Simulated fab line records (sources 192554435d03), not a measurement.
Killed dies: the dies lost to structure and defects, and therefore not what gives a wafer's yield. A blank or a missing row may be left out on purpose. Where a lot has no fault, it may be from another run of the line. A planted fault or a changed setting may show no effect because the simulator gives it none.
fab line records	flow n5_finfet
[record] lots = 7	wafers = 20	last_day = 16
route steps=1938 shown HKMG_FIN@407 PASSIVATION@1936
lots with no fault: from the same line, run without faults
start_h: hours from the record's first day to the start of the lot's first wafer shown	wait_h: time in hours since the lot's previous step	" same as the row above	L1.1+2: a single row standing in for several wafers	- no value present, or no start provided	* or withheld: withheld	< > ~ a bound
route shown NAME@n: names a module that has steps shown in the file, with the first one's number in the route	usual: mean and standard deviation over wafers with no fault	same: alike in all rows	chamber/n: place in a boat	sites: readings site by site	_std_site: the standard deviation of these	_edge_site: the outer-site mean with the inner-site mean subtracted	radius_mm: for every site, how far away it sits from the centre of the wafer	mask NAME#n: copy n	behind: the most recent tool/chamber to have shaped the wafer	hold: why the lot was held/for how many hours/how that ended	device: the transistor (n, p or np) that didn't switch	end of line: the tests these same wafers got at the end of their route	a step with no rows: only its recipe	killed: dies lost to structure and defects at the first sort, not the wafer's yield	map: a wafer's dies, marking killed ones x, the rest . and places with no die _
set.NAME: the run value of the setting; set.NAME@STEP: its run value at that earlier step	model.NAME: the simulator's own value behind a step, which no gauge read
certain route steps with their lots: each step a table, each wafer a row
services: the hour from which a tool's chamber was out of use, counted from the record's first day as start_h (under 0 if before that day), plus the number of hours and why
[[steps]]
[step N5_HKMG_FIN_STRIP_93]
[recipe] chemistry = N2/H2	material = SOC	time_s = 20	power_w = 500	temp_c = 40	pressure_mtorr = 50	rf_frequency_hz = 6e+07	bias_power_w = 8	h2_frac = 0.5	n2_flow_sccm = 300	h2_flow_sccm = 300
[usual] drypump_motor_current_A = 5.7/0.4	h2_flow_sccm = 300.0/0.82	oes_product_au = 0.80/0.088	rf_vpp_V = 54.2/0.79	showerhead_plenum_p_Torr = 3.37/0.11	temp_c = 40.00/0.11	throttle_valve_pct = 19.0/0.39
lot.wafer	tool	chamber	start_h	wait_h	drypump_motor_current_A	h2_flow_sccm	oes_product_au	rf_hours_counter_h	rf_vpp_V	showerhead_plenum_p_Torr	temp_c	throttle_valve_pct
L811.1	rie_diel-03	3	71.84	0.2	5.7	299.3	0.86	60	54.9	3.56	39.89	19.2
L811.3	"	1	"	"	6.8	300.4	0.70	252	53.4	3.29	40.09	19.1
L811.6	"	0	"	"	5.5	298.1	0.70	-	54.9	3.19	39.94	19.2
L816.2	rie_diel-03	1	104.03	0.2	6.8	299.2	0.99	2	54.8	3.29	40.00	18.7
L816.3	"	3	"	"	5.6	300.4	0.86	73	53.2	3.55	40.05	19.2
L816.5	"	3	"	"	5.6	300.8	0.85	-	54.9	3.55	40.13	19.2
L818.5	rie_diel-05	0	115.01	0.0	5.5	300.5	0.84	-	54.4	3.54	40.06	18.3
L818.6	"	1	"	"	5.5	300.1	0.76	-	54.3	3.34	40.02	19.3
L819.3	rie_diel-01	1	121.03	0.2	5.6	300.3	0.97	10	54.5	3.43	39.89	19.1
L819.5	"	3	"	"	5.2	301.7	0.88	-	52.5	3.28	40.05	18.7
L819.6	"	0	"	"	5.1	299.7	0.86	-	54.6	3.28	39.94	18.5
L820.2	rie_diel-05	1	127.41	0.2	5.5	299.8	0.74	178	53.6	3.33	40.02	19.3
L820.4	"	3	"	"	5.6	299.4	0.75	-	55.3	3.35	39.91	19.1
L820.5	"	1	"	"	5.5	300.9	0.74	-	55.8	3.33	39.96	19.3
L827.1	rie_diel-01	2	170.70	0.2	5.8	299.6	0.69	225	53.3	3.34	40.11	19.9
L827.2	"	0	"	"	5.1	299.8	0.82	69	52.5	3.27	39.95	18.5
L827.5	"	2	"	"	5.8	300.7	0.70	-	54.8	3.34	39.96	19.9
L829.3	rie_diel-03	3	183.36	0.2	5.7	299.7	0.82	98	54.5	3.54	40.02	19.3
L829.4	"	2	"	"	6.0	299.7	0.88	35	54.6	3.28	39.94	18.8
L829.5	"	2	"	"	6.0	299.6	0.87	-	54.1	3.28	39.82	18.8
[step N5_HKMG_FIN_WET_ETCH_76]
[recipe] chemistry = dNH4OH	mix = 1:50	temp_c = 25	target = Al2O3	stop_on = La2O3	target_depth_nm = 2.25	dry = ipa_marangoni	rinse_time_s = 30	rinse_temp_c = 23
[step N5_HKMG_FIN_STRIP_60]
[recipe] chemistry = N2/H2	power_w = 2500	temp_c = 300	h2_frac = 0.65	time_s = 360	pressure_mtorr = withheld	n2_flow_sccm = 1750	h2_flow_sccm = 3250
[usual] drypump_motor_current_A = 5.60/0.29	h2_flow_sccm = 3251/9.6	heater_power_w = 523/32	temp_c = 300.02/0.18
lot.wafer	tool	chamber	start_h	wait_h	drypump_motor_current_A	h2_flow_sccm	heater_power_w	rf_hours_counter_h	temp_c
L811.1	plasma_asher-01	0	71.99	0.0	5.67	3253	514	37	299.94
L811.3	"	0	"	"	5.66	3250	510	-	300.09
L811.6	"	0	"	"	5.68	3253	507	-	300.06
L816.2	plasma_asher-01	1	104.19	0.0	5.09	3254	577	42	299.93
L816.3	"	0	"	"	5.65	3244	505	-	300.19
L816.5	"	1	"	"	5.07	3257	571	-	300.29
L818.5	plasma_asher-01	0	115.38	0.3	5.66	3266	508	-	300.30
L818.6	"	1	"	"	5.09	3247	561	-	299.96
L819.3	plasma_asher-01	0	121.31	0.1	5.65	3264	507	-	300.40
L819.5	"	1	"	"	5.08	3251	586	-	300.00
L819.6	"	0	"	"	5.67	3268	525	-	300.39
L820.2	plasma_asher-01	1	127.56	0.0	5.11	3247	565	47	299.70
L820.4	"	0	"	"	5.66	3257	523	-	300.04
L820.5	"	1	"	"	5.11	3244	577	-	300.02
L827.1	plasma_asher-01	0	170.85	0.0	5.67	3254	507	56	299.71
L827.2	"	1	"	"	5.12	3244	566	56	299.69
L827.5	"	1	"	"	5.12	3260	570	-	300.25
L829.3	plasma_asher-02	1	183.67	0.1	5.71	3246	492	-	300.02
L829.4	"	0	"	"	5.86	3254	535	-	300.13
L829.5	"	1	"	"	5.71	3277	497	-	299.84
[step N5_HKMG_FIN_WET_ETCH_77]
[recipe] chemistry = dHCl	mix = 1:10000	temp_c = 25	target = La2O3	stop_on = HfO2	target_depth_nm = 2
[step N5_HKMG_FIN_WET_ETCH_78]
[recipe] chemistry = dNH4OH	mix = 1:50	temp_c = 25	target = Al2O3	stop_on = La2O3	target_depth_nm = 4.5	dry = ipa_marangoni	rinse_time_s = 30	rinse_temp_c = 23
[step N5_HKMG_FIN_ALD_79]
[recipe] material = TiN	target_thk_a = 15	temp_c = 400	ald_precursor_family = TiCl4	ald_co_reactant = NH3	pulse_time_s = 1	purge_time_s = 3	co_reactant_purge_time_s = 2	co_reactant_pulse_time_s = 2	ald_cycles = 68	pressure_torr = 3
[usual] ald_cycles = 68/0	heater_power_w = 891/64	precursor_pulse_height_rel = 1.003/0.021
lot.wafer	tool	chamber	start_h	wait_h	ald_cycles	heater_power_w	precursor_pulse_height_rel
L811.1	ald_metal-01	3	72.48	0.0	68	890	0.984
L811.3	"	2	"	"	68	840	1.011
L811.6	"	2	"	"	68	839	0.990
L816.2	ald_metal-01	1	104.70	0.0	68	846	0.995
L816.3	"	3	"	"	68	905	1.039
L816.5	"	3	"	"	68	854	1.037
L818.5	ald_metal-03	0	115.80	0.2	68	1028	1.003
L818.6	"	1	"	"	68	804	0.983
L819.3	ald_metal-01	2	121.68	0.0	68	822	1.007
L819.5	"	0	"	"	68	881	0.988
L819.6	"	3	"	"	68	886	1.047
L820.2	ald_metal-03	0	128.06	0.0	68	1013	0.991
L820.4	"	2	"	"	68	905	0.997
L820.5	"	0	"	"	68	1018	1.002
L827.1	ald_metal-01	2	171.34	0.0	68	814	1.016
L827.2	"	0	"	"	68	874	0.983
L827.5	"	1	"	"	68	894	0.999
L829.3	ald_metal-02	3	184.06	0.0	68	878	1.041
L829.4	"	0	"	"	68	826	1.022
L829.5	"	1	"	"	68	843	1.025
[step N5_HKMG_FIN_CVD_62]
[recipe] material = a-Si	target_thk_a = 30	temp_c = 500	precursor = Si2H6	pressure_torr = 1	time_s = 20.8
[usual] heater_power_w = 1415/73
lot.wafer	tool	chamber	start_h	wait_h	heater_power_w
L811.1	thermal_cvd_si-01	1	72.84	0.2	1307
L811.3	"	0	"	"	1501
L811.6	"	1	"	"	1295
L816.2	thermal_cvd_si-02	0	105.06	0.2	1339
L816.3	"	2	"	"	1360
L816.5	"	2	"	"	1379
L818.5	thermal_cvd_si-02	2	116.04	0.1	1406
L818.6	"	1	"	"	1443
L819.3	thermal_cvd_si-01	1	122.04	0.2	1344
L819.5	"	1	"	"	1310
L819.6	"	0	"	"	1523
L820.2	thermal_cvd_si-02	0	128.42	0.2	1361
L820.4	"	2	"	"	1367
L820.5	"	0	"	"	1382
L827.1	thermal_cvd_si-01	0	171.70	0.2	1498
L827.2	"	1	"	"	1296
L827.5	"	0	"	"	1522
L829.3	thermal_cvd_si-01	1	184.42	0.2	1329
L829.4	"	2	"	"	1455
L829.5	"	0	"	"	1530
[step N5_HKMG_FIN_RTA_80]
[recipe] temp_c = withheld	time_s = 2	ambient = N2	idle_temp_c = 600	ramp_up_c_per_s = 150	ramp_down_c_per_s = 60	cool_to_c = 600
[step N5_HKMG_FIN_PRECLEAN_64]
[recipe] chemistry = dHF	time_s = 30	temp_c = 25	dilution = withheld
[step N5_HKMG_FIN_WET_ETCH_65]
[recipe] chemistry = TMAH	temp_c = 70	conc_wt_pct = 5	target = a-Si	stop_on = TiN	time_s = 49	target_depth_nm = 3
[step N5_HKMG_FIN_WET_ETCH_81]
[recipe] chemistry = SC1	target = TiN	stop_on = HfO2	mix = 1:1:5	temp_c = 60	time_s = 57	target_depth_nm = 6
[step N5_HKMG_FIN_WET_ETCH_82]
[recipe] chemistry = dHCl	mix = 1:10000	temp_c = 25	target = La2O3	stop_on = HfO2	target_depth_nm = 2	dry = ipa_marangoni	rinse_time_s = 30	rinse_temp_c = 23
[step N5_HKMG_FIN_ALD_36]
[recipe] material = TiN	target_thk_a = 10	temp_c = 400	ald_precursor_family = TiCl4	ald_co_reactant = NH3	pulse_time_s = 1	purge_time_s = 3	co_reactant_purge_time_s = 2	co_reactant_pulse_time_s = 2	ald_cycles = 47	pressure_torr = 3
[usual] ald_cycles = 47/0	heater_power_w = 880/52	precursor_pulse_height_rel = 1.002/0.021
lot.wafer	tool	chamber	start_h	wait_h	ald_cycles	heater_power_w	precursor_pulse_height_rel	model.TiN_of_HKMG_FIN_ALD_36.thk_nm
L811.1	ald_metal-02	3	73.43	0.0	47	879	0.979	1
L811.3	"	1	"	"	47	847	0.971	1
L811.6	"	3	"	"	47	880	0.990	1
L816.2	ald_metal-01	2	105.46	0.0	47	843	1.033	1
L816.3	"	0	"	"	47	884	1.026	1
L816.5	"	1	"	"	47	890	0.984	1
L818.5	ald_metal-01	3	116.52	0.2	63	882	1.001	1.4
L818.6	"	0	"	"	63	917	1.014	1.4
L819.3	ald_metal-01	1	122.45	0.0	47	864	0.997	1
L819.5	"	1	"	"	63	900	0.989	1.4
L819.6	"	0	"	"	63	904	1.032	1.4
L820.2	ald_metal-01	0	128.85	0.0	47	875	0.988	1
L820.4	"	2	"	"	47	838	1.005	1
L820.5	"	1	"	"	63	883	0.983	1.4
L827.1	ald_metal-02	0	172.18	0.0	47	828	1.003	1
L827.2	"	3	"	"	47	890	1.011	1
L827.5	"	3	"	"	47	876	1.012	1
L829.3	ald_metal-03	2	184.84	0.0	47	899	1.008	1
L829.4	"	0	"	"	47	1012	0.979	1
L829.5	"	2	"	"	47	898	0.966	1
[step N5_HKMG_FIN_THK_MEAS_70]
[recipe] thk_meas_gauge = xrf	reads = HfO2_of_HKMG_FIN_HK_ALD_01
[usual] HK_THK = 1.612/0.021
lot.wafer	tool	chamber	start_h	wait_h	HK_THK[nm]
L811.1	film_metro-01	-	73.71	0.2	1.598
L811.3	"	-	"	"	1.604
L811.6	"	-	"	"	1.619
L816.2	film_metro-02	-	105.74	0.2	1.634
L816.3	"	-	"	"	1.627
L816.5	"	-	"	"	1.640
L818.5	film_metro-01	-	116.68	0.0	1.588
L818.6	"	-	"	"	1.593
L819.3	film_metro-02	-	122.73	0.2	1.617
L819.5	"	-	"	"	1.649
L819.6	"	-	"	"	1.585
L820.2	film_metro-01	-	129.13	0.2	1.603
L820.4	"	-	"	"	1.607
L820.5	"	-	"	"	1.585
L827.1	film_metro-02	-	172.46	0.2	1.620
L827.2	"	-	"	"	1.615
L827.5	"	-	"	"	1.602
L829.3	film_metro-02	-	185.12	0.2	1.610
L829.4	"	-	"	"	1.582
L829.5	"	-	"	"	1.572
[step N5_PASSIVATION_PROBE_49]
[usual] killed_at_M0_to_M3 = 32/9.7	killed_at_M4_up = 14/5.3	killed_at_contacts = 11/6	killed_at_front_end = 39/14	killed_at_other = 3.3/2.7	killed_dies = 100/17	killed_open = 66/13	killed_short = 32/7.4
[same] gross_dies = 1180	killed_at_back_side = 0
lot.wafer	tool	chamber	start_h	wait_h	killed_at_M0_to_M3	killed_at_M4_up	killed_at_contacts	killed_at_front_end	killed_at_other	killed_dies	killed_open	killed_short
L818.5	prober-01	-	307.99	0.2	15	32	8	45	0	100	57	35
L818.6	prober-01	-	308.04	0.3	26	25	11	44	3	109	75	34
L819.6	prober-02	-	311.58	0.3	38	10	18	57	7	130	70	42
// killed by level:class
L818.5 BEOL_M4:geometric_particle:open=16 FIN_SAQP:geometric_particle:open=8 STI_FIN_REVEAL:geometric_particle:open=8 FIN_SAQP:geometric_particle:short=7 HKMG_FIN:area_etch=7 MOL_CONTACT_COAG:geometric_particle:open=6 BEOL_M4:geometric_particle:short=6 GATE_CUT:geometric_particle:short=5
L818.6 BEOL_M4:geometric_particle:open=14 STI_FIN_REVEAL:geometric_particle:open=7 MOL_CONTACT_COAG:geometric_particle:open=7 BEOL_M1:geometric_particle:open=6 DUMMY_GATE:geometric_particle:open=5 ILD0:geometric_particle:open=5 GATE_CUT:geometric_particle:open=5 BEOL_M0:geometric_particle:open=5
L819.6 HKMG_FIN:area_etch=15 MOL_CONTACT_COAG:geometric_particle:open=14 BEOL_M0_SAQP:geometric_particle:short=11 FIN_SAQP:geometric_particle:short=8 STI_FIN_REVEAL:geometric_particle:open=8 FIN_SAQP:geometric_particle:open=7 BEOL_M3:geometric_particle:open=7 BEOL_M0_SAQP:geometric_particle:open=7
[[services]]
tool	chamber	start_h	hours	kind
rie_diel-01	1	48.64	-	clean
rie_diel-01	1	48.64	-	consumable_replace:focus_ring
rie_diel-03	2	57.20	-	clean
rie_diel-03	2	57.20	-	consumable_replace:focus_ring
rie_diel-03	2	57.20	22.6	scheduled_down
rie_diel-03	2	57.20	22.6	vent_cycle
rie_diel-05	0	77.23	7.1	repair
rie_diel-03	1	79.92	-	clean
rie_diel-03	1	79.92	-	consumable_replace:focus_ring
rie_diel-03	1	79.92	18.9	scheduled_down
rie_diel-03	1	79.92	18.9	vent_cycle
thermal_cvd_si-02	0	82.01	7.6	repair
plasma_asher-01	-	84.38	1.2	repair
plasma_asher-01	-	88.71	1.4	repair
rie_diel-01	1	94.09	2.9	repair
rie_diel-05	0	122.16	10.0	repair
rie_diel-03	-	128.90	15.6	pm
ald_metal-03	0	141.07	13.3	repair
ald_metal-03	2	157.12	6.8	repair
rie_diel-03	0	168.28	7.7	repair
thermal_cvd_si-01	0	174.50	4.9	repair
ald_metal-03	1	177.29	10.4	repair
rie_diel-01	-	178.16	0.7	repair
plasma_asher-02	-	184.82	2.1	repair
[[key]]
[first_sign] step = N5_HKMG_FIN_ALD_36	reading = ald_cycles	direction = up	sigmas = 99+	usual = *	struck = *
effect none on later readings
[model_effect] step = N5_HKMG_FIN_ALD_36	value = TiN_of_HKMG_FIN_ALD_36.thk_nm	without = 1	struck = 1.4
met_at N5_HKMG_FIN_ALD_36
struck_wafers L818.5,L818.6,L819.5,L819.6,L820.5
tester_left_out L818,L819,L820
[baseline_loss] step = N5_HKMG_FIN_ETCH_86	wafers = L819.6
onset_between 105.46 116.52
[fault] kind = process_parameter_drift	tool = ald_metal-01	chamber = -	onset_h = 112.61	steps = N5_HKMG_FIN_ALD_36	channel = ald_cycles	offset = *	shape = step	end_h = 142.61	scope = struck_wafers_only	acts_in = *	stated = *
// tester_left_out: of these lots the tester's yield and bins aren't shown, on N5 and GAA mostly nor the transistor test; their killed dies are dies lost to structure and defects alone, not to doping, threshold or leakage, so they don't give the yield
// baseline_loss: these wafers lose ten dies or more at that step, a loss of the line's own and not of a fault; the sort's usual values leave them out
